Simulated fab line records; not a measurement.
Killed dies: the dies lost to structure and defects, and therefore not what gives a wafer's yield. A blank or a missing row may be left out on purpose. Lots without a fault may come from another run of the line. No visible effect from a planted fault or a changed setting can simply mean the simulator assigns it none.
fab line records ; flow nand_harc
[record] lots = 6; wafers = 18; last_day = 32
route steps=1302 shown A_ZERO_WELL@412 A_SOURCE_PLATE@413 A_ONON_D1@424 END@1302
lots untouched by any fault: they come from a run of this same line in which no faults occurred
start_h: start of the lot's first displayed wafer, in hours after the record's first day ; wait_h: time in hours since the lot's previous step ; " unchanged from the row above ; L1.1+2: one row covering several wafers at once ; - either no value or no given start ; * or withheld: withheld ; < > ~ a bound
route shown NAME@n: names a module that has steps shown in the file, with the first one's number in the route ; usual: mean/standard deviation of fault-free wafers ; same: alike in all rows ; chamber/n: place in a boat ; sites: per-site readings ; _std_site: standard deviation of those values ; _edge_site: outer sites' mean less inner sites' ; radius_mm: for every site, how far away it sits from the centre of the wafer ; mask NAME#n: copy n ; behind: the last tool/chamber to shape the wafer ; hold: why the lot went on hold/how many hours it stayed there/how the hold came to an end ; device: the transistor (n, p or np) that didn't switch ; end of line: tests run on the same wafers once the route is complete ; step lacking rows: just its recipe ; killed: not the wafer's yield, but the dies lost to structure and defects at the first sort ; map: the dies of a wafer, with x for killed, . for not killed, _ for no die there
set.NAME: the setting that was run; set.NAME@STEP: the one run at that earlier step ; model.NAME: the simulator's own value behind a step, which no gauge read
lots seen at some steps along the route; tables by step, rows by wafer
services: when a tool's chamber went out of use (start_h, in hours from the record's first day, below 0 if earlier), for how many hours, and the reason
[[steps]]
[step NHARC_A_ZERO_WELL_INSPECT_17]
[usual] raw_defect_count = 11/6.6
lot.wafer;tool;chamber;start_h;wait_h;raw_defect_count
L425.2;defect_inspect-01;-;150.15;0.1;13
L425.3;defect_inspect-01;-;150.15;0.1;16
L425.5;defect_inspect-01;-;150.15;0.1;10
L433.2;defect_inspect-01;-;234.51;0.1;4
L433.3;defect_inspect-01;-;234.51;0.1;5
L433.5;defect_inspect-01;-;234.51;0.1;11
L435.1;defect_inspect-01;-;243.96;0.2;4
L435.2;defect_inspect-01;-;243.96;0.2;4
L435.6;defect_inspect-01;-;243.96;0.2;6
L438.2;defect_inspect-02;-;283.30;0.1;5
L438.3;defect_inspect-02;-;283.30;0.1;6
L438.6;defect_inspect-02;-;283.30;0.1;8
L445.2;defect_inspect-02;-;357.94;0.1;15
L445.3;defect_inspect-02;-;357.94;0.1;36
L445.6;defect_inspect-02;-;357.94;0.1;16
L446.2;defect_inspect-01;-;360.99;0.1;21
L446.3;defect_inspect-01;-;360.99;0.1;11
L446.4;defect_inspect-01;-;360.99;0.1;6
[step NHARC_A_SOURCE_PLATE_PRECLEAN_00]
[recipe] time_s = 60; chemistry = HF-LAST
[step NHARC_A_SOURCE_PLATE_SRD_01]
[step NHARC_A_SOURCE_PLATE_OXIDE_02]
[recipe] target_thk_a = 100; temp_c = 900; ox_time_s = 1362; material = SiO2
[step NHARC_A_SOURCE_PLATE_THK_MEAS_09]
[recipe] thk_meas_gauge = ellipsometry
[usual] thk_nm = 9.8/1.1
lot.wafer;tool;chamber;start_h;wait_h;thk_nm
L425.2;film_metro-02;-;157.40;0.4;9.6
L425.3;film_metro-02;-;157.40;0.4;9.2
L425.5;film_metro-02;-;157.40;0.4;8.8
L433.2;film_metro-01;-;241.28;0.4;11.2
L433.3;film_metro-01;-;241.28;0.4;10.1
L433.5;film_metro-01;-;241.28;0.4;7.5
L435.1;film_metro-02;-;250.08;0.4;10.1
L435.2;film_metro-02;-;250.08;0.4;9.2
L435.6;film_metro-02;-;250.08;0.4;11.2
L438.2;film_metro-02;-;292.11;0.4;6.4
L438.3;film_metro-02;-;292.11;0.4;10.0
L438.6;film_metro-02;-;292.11;0.4;8.7
L445.2;film_metro-02;-;364.78;0.4;10.4
L445.3;film_metro-02;-;364.78;0.4;11.1
L445.6;film_metro-02;-;364.78;0.4;9.0
L446.2;film_metro-01;-;368.92;0.4;9.2
L446.3;film_metro-01;-;368.92;0.4;10.9
L446.4;film_metro-01;-;368.92;0.4;9.6
[step NHARC_A_SOURCE_PLATE_PVD_04]
[recipe] target_thk_a = 500; material = WSi2
[step NHARC_A_SOURCE_PLATE_CVD_03]
[recipe] target_thk_a = 2000; temp_c = 620; pressure_mtorr = 200; time_s = 4000; material = poly-Si
[step NHARC_A_SOURCE_PLATE_ANNEAL_05]
[recipe] temp_c = 850; time_s = 1800
[step NHARC_A_SOURCE_PLATE_THK_MEAS_06]
[recipe] thk_meas_gauge = ellipsometry
[usual] thk_nm = 200.1/2.2
lot.wafer;tool;chamber;start_h;wait_h;thk_nm
L425.2;film_metro-01;-;170.41;0.4;202.1
L425.3;film_metro-01;-;170.41;0.4;204.4
L425.5;film_metro-01;-;170.41;0.4;204.1
L433.2;film_metro-01;-;254.28;0.4;201.9
L433.3;film_metro-01;-;254.28;0.4;204.7
L433.5;film_metro-01;-;254.28;0.4;203.1
L435.1;film_metro-02;-;262.99;0.4;197.3
L435.2;film_metro-02;-;262.99;0.4;196.1
L435.6;film_metro-02;-;262.99;0.4;199.2
L438.2;film_metro-02;-;304.70;0.4;197.3
L438.3;film_metro-02;-;304.70;0.4;201.7
L438.6;film_metro-02;-;304.70;0.4;199.7
L445.2;film_metro-01;-;377.41;0.4;199.7
L445.3;film_metro-01;-;377.41;0.4;198.3
L445.6;film_metro-01;-;377.41;0.4;198.4
L446.2;film_metro-01;-;381.41;0.4;201.4
L446.3;film_metro-01;-;381.41;0.4;200.3
L446.4;film_metro-01;-;381.41;0.4;202.0
[step NHARC_A_SOURCE_PLATE_INSPECT_08]
[usual] raw_defect_count = 62/25
lot.wafer;tool;chamber;start_h;wait_h;raw_defect_count
L425.2;defect_inspect-01;-;170.51;0.0;74
L425.3;defect_inspect-01;-;170.51;0.0;64
L425.5;defect_inspect-01;-;170.51;0.0;71
L433.2;defect_inspect-02;-;254.39;0.0;35
L433.3;defect_inspect-02;-;254.39;0.0;57
L433.5;defect_inspect-02;-;254.39;0.0;56
L435.1;defect_inspect-02;-;263.05;0.0;18
L435.2;defect_inspect-02;-;263.05;0.0;26
L435.6;defect_inspect-02;-;263.05;0.0;40
L438.2;defect_inspect-02;-;304.76;0.0;63
L438.3;defect_inspect-02;-;304.76;0.0;90
L438.6;defect_inspect-02;-;304.76;0.0;50
L445.2;defect_inspect-02;-;377.48;0.0;44
L445.3;defect_inspect-02;-;377.48;0.0;48
L445.6;defect_inspect-02;-;377.48;0.0;80
L446.2;defect_inspect-02;-;381.48;0.0;57
L446.3;defect_inspect-02;-;381.48;0.0;46
L446.4;defect_inspect-02;-;381.48;0.0;32
[step NHARC_A_ONON_D1_DEP_00]
[recipe] target_thk_a = 10000; n2_flow_sccm = 2750; n2o_flow_sccm = 2000; nh3_flow_sccm = 500; sih4_flow_sccm = 210; temp_c = 400
[usual] nh3_flow_sccm = 500.0/1.5
lot.wafer;tool;chamber;start_h;wait_h;nh3_flow_sccm
L425.2;pecvd_onon-02;0;170.64;0.1;498.5
L425.3;pecvd_onon-02;0;170.64;0.1;501.2
L425.5;pecvd_onon-02;0;170.64;0.1;499.1
L433.2;pecvd_onon-02;0;254.51;0.1;500.8
L433.3;pecvd_onon-02;0;254.51;0.1;498.3
L433.5;pecvd_onon-02;0;254.51;0.1;500.4
L435.1;pecvd_onon-02;0;263.12;0.1;502.3
L435.2;pecvd_onon-02;0;263.12;0.1;500.6
L435.6;pecvd_onon-02;0;263.12;0.1;501.3
L438.2;pecvd_onon-04;0;304.88;0.1;502.3
L438.3;pecvd_onon-04;0;304.88;0.1;497.5
L438.6;pecvd_onon-04;0;304.88;0.1;499.2
L445.2;pecvd_onon-04;0;377.60;0.1;499.8
L445.3;pecvd_onon-04;0;377.60;0.1;499.9
L445.6;pecvd_onon-04;0;377.60;0.1;501.4
L446.2;pecvd_onon-02;0;381.60;0.1;498.1
L446.3;pecvd_onon-02;0;381.60;0.1;498.0
L446.4;pecvd_onon-02;0;381.60;0.1;497.5
[step NHARC_A_ONON_D1_THK_MEAS_02]
[recipe] thk_meas_gauge = ellipsometry
[usual] thk_nm = 1003/10
lot.wafer;tool;chamber;start_h;wait_h;thk_nm
L425.2;film_metro-01;-;171.09;-;1005
L425.3;film_metro-01;-;171.09;-;1005
L425.5;film_metro-01;-;171.09;-;1004
L433.2;film_metro-01;-;254.97;-;1107
L433.3;film_metro-01;-;254.97;-;1106
L433.5;film_metro-01;-;254.97;-;1109
L435.1;film_metro-02;-;263.62;-;1085
L435.2;film_metro-02;-;263.62;-;1084
L435.6;film_metro-02;-;263.62;-;1087
L438.2;film_metro-02;-;305.33;-;998
L438.3;film_metro-02;-;305.33;-;997
L438.6;film_metro-02;-;305.33;-;996
L445.2;film_metro-01;-;378.06;-;1003
L445.3;film_metro-01;-;378.06;-;1003
L445.6;film_metro-01;-;378.06;-;1004
L446.2;film_metro-01;-;382.05;-;1016
L446.3;film_metro-01;-;382.05;-;1016
L446.4;film_metro-01;-;382.05;-;1017
[step NHARC_A_ONON_D1_DEP_03]
[recipe] target_thk_a = 10000; n2_flow_sccm = 2750; n2o_flow_sccm = 2000; nh3_flow_sccm = 500; sih4_flow_sccm = 210; temp_c = 400
[step NHARC_END_SORT_01]
[recipe] temp_c = 25
[usual] killed_at_array = 58/17; killed_at_other = 1.0/1.4; killed_at_periphery = 3.6/2.4; killed_dies = 62/17; killed_open = 3.4/2; killed_short = 2.2/1.6
[same] gross_dies = 677
lot.wafer;tool;chamber;start_h;wait_h;killed_at_array;killed_at_other;killed_at_periphery;killed_dies;killed_open;killed_short
L425.2;prober-01;0;573.62;2.8;52;0;1;53;1;3
L425.3;prober-01;0;574.42;3.1;58;0;2;60;2;4
L425.5;prober-01;0;576.03;3.7;55;0;1;56;3;1
L433.2;prober-02;0;658.16;2.8;49;0;5;54;4;2
L433.3;prober-02;0;658.96;3.1;32;0;3;35;3;0
L433.5;prober-02;0;660.55;3.7;36;1;6;43;4;0
L435.1;prober-01;0;665.11;2.5;55;3;5;63;2;2
L435.2;prober-01;0;665.90;2.8;48;1;10;59;0;1
L435.6;prober-01;0;669.10;4.0;49;0;6;55;3;1
L438.2;prober-01;0;690.89;2.8;57;0;12;69;1;4
L438.3;prober-01;0;691.69;3.1;70;0;8;78;5;2
L438.6;prober-01;0;694.11;4.0;66;0;12;78;8;1
L445.2;prober-01;0;776.57;2.8;44;4;3;51;7;2
L445.3;prober-01;0;777.37;3.1;31;1;2;34;2;0
L445.6;prober-01;0;779.74;4.0;41;5;1;47;2;2
L446.2;prober-02;0;778.15;2.8;63;1;6;70;5;7
L446.3;prober-02;0;778.94;3.1;72;1;6;79;2;4
L446.4;prober-02;0;779.74;3.4;78;0;4;82;2;4
// killed by level:class
L425.2 A_CHANNEL_HOLE_D1:chamber_film_flake=30 A_CHANNEL_HOLE_D2:chamber_film_flake=5 A_SLIT:chamber_film_flake=5 A_CONTACT:chamber_film_flake=3 A_STAIRCASE:chamber_film_flake=2 A_CHANNEL_HOLE_D1:geometric_particle:open=1 A_DECK1_JOINT:geometric_particle:short=1 A_ONON_D2:geometric_particle:short=1
L425.3 A_CHANNEL_HOLE_D1:chamber_film_flake=34 A_CHANNEL_HOLE_D2:chamber_film_flake=9 A_SLIT:chamber_film_flake=5 A_CHANNEL_FILL_D2:geometric_particle:short=2 A_STAIRCASE:chamber_film_flake=2 A_WL_FILL:chamber_film_flake=2 A_ONON_D1:geometric_particle:short=1 A_CHANNEL_FILL_D1:geometric_particle:open=1
L425.5 A_CHANNEL_HOLE_D1:chamber_film_flake=32 A_CHANNEL_HOLE_D2:chamber_film_flake=8 A_SLIT:chamber_film_flake=5 A_WL_FILL:chamber_film_flake=2 A_STAIRCASE:chamber_film_flake=2 A_SGD_CUT:chamber_film_flake=2 P_M0:geometric_particle:open=1 A_DECK1_JOINT:geometric_particle:short=1
L433.2 A_CHANNEL_HOLE_D2:chamber_film_flake=22 A_CHANNEL_HOLE_D1:chamber_film_flake=11 A_CONTACT:chamber_film_flake=4 P_GATE:geometric_particle:open=2 A_ONON_D1:geometric_particle:short=2 P_STI:chamber_film_flake=2 A_ZERO_WELL:chamber_film_flake=2 A_DECK1_JOINT:chamber_film_flake=2
L433.3 A_CHANNEL_HOLE_D2:chamber_film_flake=15 A_CHANNEL_HOLE_D1:chamber_film_flake=6 A_STAIRCASE:chamber_film_flake=3 A_CONTACT:chamber_film_flake=2 P_M0:geometric_particle:open=1 A_WL_FILL:geometric_particle:open=1 A_M0:geometric_particle:open=1 P_STI:chamber_film_flake=1
L433.5 A_CHANNEL_HOLE_D2:chamber_film_flake=15 A_CHANNEL_HOLE_D1:chamber_film_flake=5 A_STAIRCASE:chamber_film_flake=5 P_ZERO_WELL:chamber_film_flake=3 P_STI:chamber_film_flake=3 A_CONTACT:chamber_film_flake=3 A_DECK1_JOINT:geometric_particle:open=2 A_ZERO_WELL:chamber_film_flake=2
L435.1 A_CHANNEL_HOLE_D1:chamber_film_flake=36 P_BONDPAD:chamber_film_flake=4 A_CHANNEL_HOLE_D2:unspecified=3 A_SGD_CUT:chamber_film_flake=3 A_WL_FILL:geometric_particle:short=2 A_CHANNEL_FILL_D1:chamber_film_flake=2 A_STAIRCASE:chamber_film_flake=2 A_SLIT:chamber_film_flake=2
L435.2 A_CHANNEL_HOLE_D1:chamber_film_flake=30 A_STAIRCASE:chamber_film_flake=8 P_BONDPAD:chamber_film_flake=6 A_CONTACT:chamber_film_flake=5 A_WL_FILL:chamber_film_flake=2 P_CONTACT:geometric_particle:short=1 P_ZERO_WELL:chamber_film_flake=1 P_GATE:chamber_film_flake=1
L435.6 A_CHANNEL_HOLE_D1:chamber_film_flake=32 P_BONDPAD:chamber_film_flake=5 A_STAIRCASE:chamber_film_flake=5 A_CHANNEL_FILL_D2:chamber_film_flake=3 A_WL_FILL:chamber_film_flake=3 A_CHANNEL_HOLE_D1:geometric_particle:open=1 A_CHANNEL_FILL_D2:geometric_particle:open=1 A_WL_FILL:geometric_particle:short=1
L438.2 A_CHANNEL_HOLE_D1:chamber_film_flake=25 A_CHANNEL_HOLE_D2:chamber_film_flake=19 P_M0:chamber_film_flake=7 A_DECK1_JOINT:chamber_film_flake=3 P_CONTACT:geometric_particle:short=2 A_WL_FILL:chamber_film_flake=2 A_CONTACT:chamber_film_flake=2 A_CHANNEL_FILL_D1:geometric_particle:short=1
L438.3 A_CHANNEL_HOLE_D1:chamber_film_flake=30 A_CHANNEL_HOLE_D2:chamber_film_flake=24 P_GATE:chamber_film_flake=4 A_M0:chamber_film_flake=3 A_CHANNEL_FILL_D1:geometric_particle:open=2 A_DECK1_JOINT:geometric_particle:open=2 P_M0:chamber_film_flake=2 A_DECK1_JOINT:chamber_film_flake=2
L438.6 A_CHANNEL_HOLE_D2:chamber_film_flake=25 A_CHANNEL_HOLE_D1:chamber_film_flake=22 P_M0:chamber_film_flake=5 A_CONTACT:chamber_film_flake=5 A_M0:chamber_film_flake=4 P_CONTACT:geometric_particle:open=2 A_M0:geometric_particle:open=2 P_GATE:chamber_film_flake=2
L445.2 A_CHANNEL_HOLE_D1:chamber_film_flake=21 A_SLIT:chamber_film_flake=6 A_CONTACT:chamber_film_flake=5 THIN_TSV:chamber_film_flake=4 A_ONON_D2:geometric_particle:open=2 A_STAIRCASE:chamber_film_flake=2 P_M0:geometric_particle:open=1 P_M1:geometric_particle:open=1
L445.3 A_CHANNEL_HOLE_D1:chamber_film_flake=17 A_CONTACT:chamber_film_flake=6 A_SLIT:chamber_film_flake=3 A_CHANNEL_HOLE_D2:chamber_film_flake=2 A_STAIRCASE:chamber_film_flake=2 P_GATE:geometric_particle:open=1 A_CONTACT:geometric_particle:open=1 P_ZERO_WELL:chamber_film_flake=1
L446.2 A_SLIT:chamber_film_flake=26 A_CHANNEL_HOLE_D2:chamber_film_flake=24 P_GATE:chamber_film_flake=3 A_ONON_D1:geometric_particle:short=2 A_M0:geometric_particle:short=2 A_STAIRCASE:chamber_film_flake=2 P_STI:geometric_particle:short=1 P_CONTACT:geometric_particle:open=1
L446.3 A_CHANNEL_HOLE_D2:chamber_film_flake=36 A_SLIT:chamber_film_flake=26 P_GATE:chamber_film_flake=4 A_CONTACT:chamber_film_flake=3 A_WL_FILL:chamber_film_flake=2 P_CONTACT:geometric_particle:open=1 P_M1:geometric_particle:open=1 A_SOURCE_PLATE:geometric_particle:short=1
L446.4 A_SLIT:chamber_film_flake=37 A_CHANNEL_HOLE_D2:chamber_film_flake=30 A_CONTACT:chamber_film_flake=5 A_STAIRCASE:chamber_film_flake=2 P_CONTACT:geometric_particle:short=1 P_M1:geometric_particle:short=1 P_M2:geometric_particle:open=1 A_CHANNEL_HOLE_D2:geometric_particle:short=1
L445.6 A_CHANNEL_HOLE_D1:chamber_film_flake=19 A_SLIT:chamber_film_flake=6 A_CONTACT:chamber_film_flake=5 THIN_TSV:chamber_film_flake=5 A_CHANNEL_FILL_D1:chamber_film_flake=3 A_CHANNEL_HOLE_D2:chamber_film_flake=2 A_CHANNEL_FILL_D1:geometric_particle:short=1 A_DECK1_JOINT:geometric_particle:open=1
[[services]]
tool;chamber;start_h;hours;kind
pecvd_onon-04;-;156.33;2.2;repair
pecvd_onon-02;-;185.05;13.0;pm
pecvd_onon-04;-;311.14;13.0;pm
pecvd_onon-02;-;366.05;13.0;pm
[[key]]
[first_sign] step = NHARC_A_ONON_D1_THK_MEAS_02; reading = thk_nm; direction = up; sigmas = 9.2; usual = 1003; struck = 1096
effect none on later readings
met_at NHARC_A_ONON_D1_DEP_00
struck_wafers L433.2,L433.3,L433.5,L435.1,L435.2,L435.6
tester_left_out L433,L435
onset_between 170.64 254.51
[fault] kind = process_parameter_drift; tool = pecvd_onon-02; chamber = -; onset_h = 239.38; steps = NHARC_A_ONON_D1_DEP_00; channel = target_thk_a; offset = *; shape = step; end_h = 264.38; acts_in = *; stated = *
// tester_left_out: of these lots the tester's yield and bins aren't shown, on N5 and GAA mostly nor the transistor test; their killed dies are dies lost to structure and defects alone, not to doping, threshold or leakage, so they don't give the yield
